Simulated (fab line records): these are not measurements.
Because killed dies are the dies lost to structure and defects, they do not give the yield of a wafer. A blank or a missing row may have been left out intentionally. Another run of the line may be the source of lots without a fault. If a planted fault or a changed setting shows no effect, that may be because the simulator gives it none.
fab line records -- flow n5_finfet -- part 2 of 2: steps 19 to 28 of 28
record: lots: 5, wafers: 15, last_day: 15
route steps=1938 shown BEOL_M2@851
lots with no fault: from the same line, run without faults
start_h: the number of hours between the record's first day and the start of the first shown wafer of the lot -- wait_h: hours since the lot's step before -- " as in the row above -- L1.1+2: one row covering several wafers at once -- - either no value or no given start -- * or withheld: withheld -- < > ~ a bound
route shown NAME@n: NAME is a module with steps in the file, n the number in the route of the first one -- usual: mean/standard deviation of fault-free wafers -- same: alike in all rows -- chamber/n: place in a boat -- sites: per-site readings -- _std_site: their standard deviation -- _edge_site: mean of outer sites minus mean of inner sites -- radius_mm: how far each site lies from the wafer's centre -- mask NAME#n: copy n -- behind: the last tool/chamber to shape the wafer -- hold: reason for holding the lot/hours on hold/outcome of the hold -- device: which transistor (n, p or np) failed to switch -- end of line: the same wafers' tests at the end of the route -- for a step that has no rows: nothing shown but its recipe -- killed: not the wafer's yield, but the dies lost to structure and defects at the first sort -- map: the dies of a wafer, with x for killed, . for not killed, _ for no die there
set.NAME: setting as actually run; set.NAME@STEP: the setting as run at that earlier step -- model.NAME: the simulator's own value behind a step, which no gauge read
certain route steps with their lots: each step a table, each wafer a row
services: a tool's chamber out of use, with start hour (start_h, from the record's first day; less than 0 if before it), hours out, and reason
== steps ==
step: N5_BEOL_M2_COAT_76
recipe: resist: underlayer, temp_c: 205, time_s: 60, spin_rpm: 1500, resist_thk_nm: 5
usual: chill_plate_temp_C: 23.00/0.099, plate_temp_C: 205.01/0.15
lot.wafer,tool,chamber,start_h,wait_h,chill_plate_temp_C,plate_temp_C
L077.3,litho_track-03,0,-,-,23.17,205.00
L077.4,litho_track-03,0,-,-,23.10,205.05
L077.5,litho_track-03,0,-,-,22.93,205.15
L084.2,litho_track-04,0,-,-,23.16,204.59
L084.5,litho_track-04,0,-,-,23.12,205.02
L084.6,litho_track-04,0,-,-,23.08,204.94
L085.3,litho_track-03,0,-,-,23.03,205.30
L085.4,litho_track-03,0,-,-,22.93,205.27
L085.5,litho_track-03,0,-,-,22.95,205.23
L086.2,litho_track-03,0,-,-,22.89,205.13
L086.4,litho_track-03,0,-,-,22.84,205.05
L086.6,litho_track-03,0,-,-,22.89,205.33
L090.1,litho_track-04,0,-,-,23.00,204.96
L090.3,litho_track-04,0,-,-,23.04,204.99
L090.5,litho_track-04,0,-,-,23.11,205.25
step: N5_BEOL_M2_COAT_22
recipe: resist: CAR-EUV, spin_rpm: 1500, resist_thk_nm: 30
usual: chill_plate_temp_C: 23.00/0.099
lot.wafer,tool,chamber,start_h,wait_h,chill_plate_temp_C
L077.3,litho_track-03,0,-,-,22.95
L077.4,litho_track-03,0,-,-,22.86
L077.5,litho_track-03,0,-,-,22.89
L084.2,litho_track-04,0,-,-,23.10
L084.5,litho_track-04,0,-,-,23.04
L084.6,litho_track-04,0,-,-,23.10
L085.3,litho_track-03,0,-,-,23.17
L085.4,litho_track-03,0,-,-,23.18
L085.5,litho_track-03,0,-,-,23.10
L086.2,litho_track-03,0,-,-,22.96
L086.4,litho_track-03,0,-,-,22.84
L086.6,litho_track-03,0,-,-,22.96
L090.1,litho_track-04,0,-,-,22.95
L090.3,litho_track-04,0,-,-,22.93
L090.5,litho_track-04,0,-,-,22.95
step: N5_BEOL_M2_EBR_24
recipe: solvent: PGMEA, ebr_width_mm: 1.5
usual: chill_plate_temp_C: 23.01/0.11
same: ebr_width_mm: 1.5
lot.wafer,tool,chamber,start_h,wait_h,chill_plate_temp_C
L077.3,litho_track-03,0,-,-,22.88
L077.4,litho_track-03,0,-,-,22.96
L077.5,litho_track-03,0,-,-,22.90
L084.2,litho_track-04,0,-,-,23.09
L084.5,litho_track-04,0,-,-,22.89
L084.6,litho_track-04,0,-,-,22.98
L085.3,litho_track-03,0,-,-,22.95
L085.4,litho_track-03,0,-,-,23.25
L085.5,litho_track-03,0,-,-,22.91
L086.2,litho_track-03,0,-,-,22.94
L086.4,litho_track-03,0,-,-,22.90
L086.6,litho_track-03,0,-,-,22.89
L090.1,litho_track-04,0,-,-,22.81
L090.3,litho_track-04,0,-,-,22.86
L090.5,litho_track-04,0,-,-,22.77
step: N5_BEOL_M2_SOFTBAKE_23
recipe: temp_c: 110, time_s: 60, resist: CAR-EUV
usual: chill_plate_temp_C: 23.01/0.11, plate_temp_C: 110.03/0.13
lot.wafer,tool,chamber,start_h,wait_h,chill_plate_temp_C,plate_temp_C
L077.3,litho_track-03,0,-,-,23.01,110.14
L077.4,litho_track-03,0,-,-,22.98,110.03
L077.5,litho_track-03,0,-,-,22.94,110.04
L084.2,litho_track-04,0,-,-,23.03,110.12
L084.5,litho_track-04,0,-,-,23.00,110.02
L084.6,litho_track-04,0,-,-,22.95,110.12
L085.3,litho_track-03,0,-,-,22.91,109.83
L085.4,litho_track-03,0,-,-,22.93,110.12
L085.5,litho_track-03,0,-,-,22.92,109.95
L086.2,litho_track-03,0,-,-,23.00,109.97
L086.4,litho_track-03,0,-,-,22.89,109.81
L086.6,litho_track-03,0,-,-,22.88,109.98
L090.1,litho_track-04,0,-,-,22.95,109.88
L090.3,litho_track-04,0,-,-,22.90,109.79
L090.5,litho_track-04,0,-,-,22.96,109.84
step: N5_BEOL_M2_EXPOSE_25
recipe: mask_id: V1, na: 0.33, source_shape: quasar, sigma_inner: 0.2, sigma_outer: 0.8, polarization: unpolarized, defocus_nm: 5, dose_mj: 63
lot.wafer,tool,chamber,start_h,wait_h,mask
L077.3+4+5,euv_scanner-02,0,149.28,-,V1#0
L084.2+5+6,euv_scanner-01,0,199.36,-,V1#0
L085.3+4+5,euv_scanner-01,0,201.75,-,V1#0
L086.2+4+6,euv_scanner-01,0,211.64,-,V1#0
L090.1+3+5,euv_scanner-01,0,225.29,-,V1#0
step: N5_BEOL_M2_PEB_26
recipe: peb_temp_c: 100, peb_time_s: 60, resist: CAR-EUV
usual: chill_plate_temp_C: 23.00/0.11, plate_temp_C: 100.03/0.12
lot.wafer,tool,chamber,start_h,wait_h,chill_plate_temp_C,plate_temp_C
L077.3,litho_track-02,0,149.35,0.1,22.87,100.00
L077.4,litho_track-02,0,149.35,0.1,22.91,100.05
L077.5,litho_track-02,0,149.35,0.1,22.84,100.10
L084.2,litho_track-04,0,199.43,0.1,22.86,100.04
L084.5,litho_track-04,0,199.43,0.1,22.92,100.05
L084.6,litho_track-04,0,199.43,0.1,22.92,100.02
L085.3,litho_track-03,0,201.81,0.1,23.00,100.07
L085.4,litho_track-03,0,201.81,0.1,22.96,99.95
L085.5,litho_track-03,0,201.81,0.1,22.87,100.24
L086.2,litho_track-03,0,211.71,0.1,22.91,100.20
L086.4,litho_track-03,0,211.71,0.1,22.84,100.06
L086.6,litho_track-03,0,211.71,0.1,22.99,100.17
L090.1,litho_track-04,0,225.37,0.1,23.11,99.85
L090.3,litho_track-04,0,225.37,0.1,23.13,100.04
L090.5,litho_track-04,0,225.37,0.1,23.07,99.86
step: N5_BEOL_M2_DEVELOP_27
recipe: develop_time_s: 30, developer: TMAH, resist: CAR-EUV, rinse_liquid: surfactant_rinse, dry: air_spin, dev_temp_c: 23
usual: chill_plate_temp_C: 23.02/0.1, developer_temp_C: 22.99/0.11
lot.wafer,tool,chamber,start_h,wait_h,chill_plate_temp_C,developer_temp_C
L077.3,litho_track-02,0,-,-,22.98,23.06
L077.4,litho_track-02,0,-,-,23.06,23.14
L077.5,litho_track-02,0,-,-,23.08,23.31
L084.2,litho_track-04,0,-,-,23.14,22.98
L084.5,litho_track-04,0,-,-,23.25,22.82
L084.6,litho_track-04,0,-,-,23.16,22.93
L085.3,litho_track-03,0,-,-,22.74,23.03
L085.4,litho_track-03,0,-,-,22.88,22.97
L085.5,litho_track-03,0,-,-,22.89,23.04
L086.2,litho_track-03,0,-,-,22.88,22.99
L086.4,litho_track-03,0,-,-,23.01,23.02
L086.6,litho_track-03,0,-,-,22.95,23.20
L090.1,litho_track-04,0,-,-,22.99,22.84
L090.3,litho_track-04,0,-,-,22.94,22.92
L090.5,litho_track-04,0,-,-,22.90,23.03
step: N5_BEOL_M2_CD_MEAS_28
recipe: target_cd_nm: 26.2, landing_energy_ev: 500, detector: se_inlens, target_cd_y_nm: 24.1, polarity: opening
usual: cd_nm: 26.15/0.29
lot.wafer,tool,chamber,start_h,wait_h,cd_nm
L077.3,cd_sem-01,0,149.41,-,25.90
L077.4,cd_sem-01,0,149.41,-,25.47
L077.5,cd_sem-01,0,149.41,-,25.81
L084.2,cd_sem-03,0,199.49,-,26.36
L084.5,cd_sem-03,0,199.49,-,26.49
L084.6,cd_sem-03,0,199.49,-,25.97
L085.3,cd_sem-03,0,201.88,-,26.31
L085.4,cd_sem-03,0,201.88,-,26.29
L085.5,cd_sem-03,0,201.88,-,25.98
L086.2,cd_sem-03,0,211.77,-,26.23
L086.4,cd_sem-03,0,211.77,-,26.26
L086.6,cd_sem-03,0,211.77,-,26.17
L090.1,cd_sem-02,0,225.44,-,25.94
L090.3,cd_sem-02,0,225.44,-,25.99
L090.5,cd_sem-02,0,225.44,-,26.23
step: N5_BEOL_M2_OVL_MEAS_29
recipe: points_per_wafer: 522
usual: V1_OVL: 0.0/0.62
same: points_per_wafer: 522
lot.wafer,tool,chamber,start_h,wait_h,V1_OVL[nm]
L077.3,overlay-01,0,149.45,0.0,-1.1
L077.4,overlay-01,0,149.45,0.0,-1.0
L077.5,overlay-01,0,149.45,0.0,-0.7
L084.2,overlay-01,0,199.53,0.0,-0.1
L084.5,overlay-01,0,199.53,0.0,-0.8
L084.6,overlay-01,0,199.53,0.0,-0.3
L085.3,overlay-02,0,201.91,0.0,-0.3
L085.4,overlay-02,0,201.91,0.0,0.0
L085.5,overlay-02,0,201.91,0.0,0.0
L086.2,overlay-01,0,211.81,0.0,0.3
L086.4,overlay-01,0,211.81,0.0,0.9
L086.6,overlay-01,0,211.81,0.0,0.3
L090.1,overlay-01,0,225.47,0.0,-0.3
L090.3,overlay-01,0,225.47,0.0,-0.2
L090.5,overlay-01,0,225.47,0.0,0.5
step: N5_BEOL_M2_INSPECT_30
recipe: mode: adi, inspect_instrument: brightfield
usual: raw_defect_count: 420/100
lot.wafer,tool,chamber,start_h,wait_h,raw_defect_count
L077.3,defect_inspect-01,-,149.50,0.0,354
L077.4,defect_inspect-01,-,149.50,0.0,304
L077.5,defect_inspect-01,-,149.50,0.0,268
L084.2,defect_inspect-02,-,199.58,0.0,376
L084.5,defect_inspect-02,-,199.58,0.0,449
L084.6,defect_inspect-02,-,199.58,0.0,467
L085.3,defect_inspect-02,-,201.96,0.0,453
L085.4,defect_inspect-02,-,201.96,0.0,525
L085.5,defect_inspect-02,-,201.96,0.0,749
L086.2,defect_inspect-02,-,211.87,0.1,465
L086.4,defect_inspect-02,-,211.87,0.1,381
L086.6,defect_inspect-02,-,211.87,0.1,454
L090.1,defect_inspect-01,-,225.53,0.1,460
L090.3,defect_inspect-01,-,225.53,0.1,460
L090.5,defect_inspect-01,-,225.53,0.1,373
== services ==
tool,chamber,start_h,hours,kind
rie_diel-05,3,131.35,-,clean
rie_diel-05,3,131.35,-,consumable_replace:focus_ring
rie_diel-05,3,131.35,-,consumable_replace:showerhead
rie_diel-05,3,131.35,13.3,scheduled_down
rie_diel-05,3,131.35,13.3,vent_cycle
euv_scanner-02,-,131.94,0.9,repair
euv_scanner-02,-,134.11,5.8,pm
euv_scanner-01,-,139.89,1.0,pm
euv_scanner-02,-,145.01,1.0,pm
rie_diel-04,3,148.63,-,clean
rie_diel-04,3,148.63,-,consumable_replace:focus_ring
rie_diel-04,3,148.63,22.8,scheduled_down
rie_diel-04,3,148.63,22.8,vent_cycle
rie_diel-05,1,178.48,-,clean
rie_diel-05,1,178.48,-,consumable_replace:focus_ring
rie_diel-05,1,178.48,18.8,scheduled_down
rie_diel-05,1,178.48,18.8,vent_cycle
euv_scanner-01,-,195.78,1.0,pm
euv_scanner-02,-,201.16,1.0,pm
rie_diel-06,0,207.22,4.4,repair
litho_track-03,-,211.68,-,consumable_replace:filter
euv_scanner-01,-,214.51,4.6,pm
rie_diel-04,2,217.90,5.7,repair
rie_diel-04,2,223.62,-,clean
